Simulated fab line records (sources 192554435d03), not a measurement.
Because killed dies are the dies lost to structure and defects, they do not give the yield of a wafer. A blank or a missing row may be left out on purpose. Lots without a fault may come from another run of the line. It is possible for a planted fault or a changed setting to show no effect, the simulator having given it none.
Code-filled problem report in 8D (eight disciplines) form + flow n5 finfet + the parts of the form that need people (team, actions taken, sign-off) are left out

1. THE ISSUE
etch rf on time s at N5_BEOL_M8_ETCH_65 reads a mean of 39.0 s on 9 wafers of 3 lots; wafers without a fault read 26.0 s with a standard deviation of 0.62. That is +21 standard deviations from the usual mean.
The step: etches SiARC in CF4, target depth 15.6 nm, time 26 s.
Earliest sighting: wafer L849.1 on rie diel-06 at day 12 21:15. At this step, 30 wafers from 10 lots have a number in the record. Rule for "out" (also "out of limits"): further than 4 standard deviations from the usual mean. The rest of the wafers with a number are treated as sound.

2. WHAT THIS IS AND IS NOT
| question                    | is                     | is not                                                                          |
|-----------------------------|------------------------|---------------------------------------------------------------------------------|
| which readings at this step | etch rf on time s      | drypump motor current A, rf vpp V, showerhead plenum p Torr, throttle valve pct |
| which lots                  | L849, L854, L855       | L836, L837, L839, L842, L848, L856, L857                                        |
| which wafers of those lots  | all that have a number | -                                                                               |
| read on which tools         | rie diel-06            | rie diel-01, rie diel-03                                                        |
| when                        | from day 12 21:15      | up to then (15 sound wafers); but 6 sound wafers of L856, L857 came after       |

3. WHAT RULES OUT EACH SUSPECT
Counting: a tool at a process step up to the reading stays a suspect if it ran every lot that is out and no sound lot after the first of them.
- rie diel-06 at N5_BEOL_M8_ETCH_65 (etches SiARC in CF4, target depth 15.6 nm, time 26 s): kept. It processed each lot that is out, first L849 at day 12 21:15, and no sound lot thereafter; up to then, the last sound lot it processed was L839 at day 10 01:11. Its own readings are out on those wafers: etch rf on time s.
The count leaves rie diel-06 at N5_BEOL_M8_ETCH_65.

4. THE CAUSE (what the simulator had put in)
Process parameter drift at N5_BEOL_M8_ETCH_65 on rie diel-06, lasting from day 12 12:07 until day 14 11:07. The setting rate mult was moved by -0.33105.
This tool alone remained once counting was done.

5. THE EFFECT CHAIN, in route order
One row per reading whose mean, taken over the struck wafers that have a number, lies over 3 standard deviations from the usual. Only readings whose record carries a usual standard deviation are examined. hours: median over the lots of the time between each lot's start at the first step of this table that gives one and its start at this step. sigmas: the change, counted in usual standard deviations.
| hours | step               | reading           | usual  | on struck wafers | change | sigmas |
|-------|--------------------|-------------------|--------|------------------|--------|--------|
| 0     | N5_BEOL_M8_ETCH_65 | etch rf on time s | 26.0 s | 39.0             | +13.0  | +21    |
It contains these process steps:
- N5_BEOL_M8_ETCH_65: etches SiARC in CF4, target depth 15.6 nm, time 26 s.

6. WHAT WOULD HAVE CAUGHT IT SOONER
9 hours passed between the start of the fault at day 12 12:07 and the first reading out of limits in this record, taken at day 12 21:15.
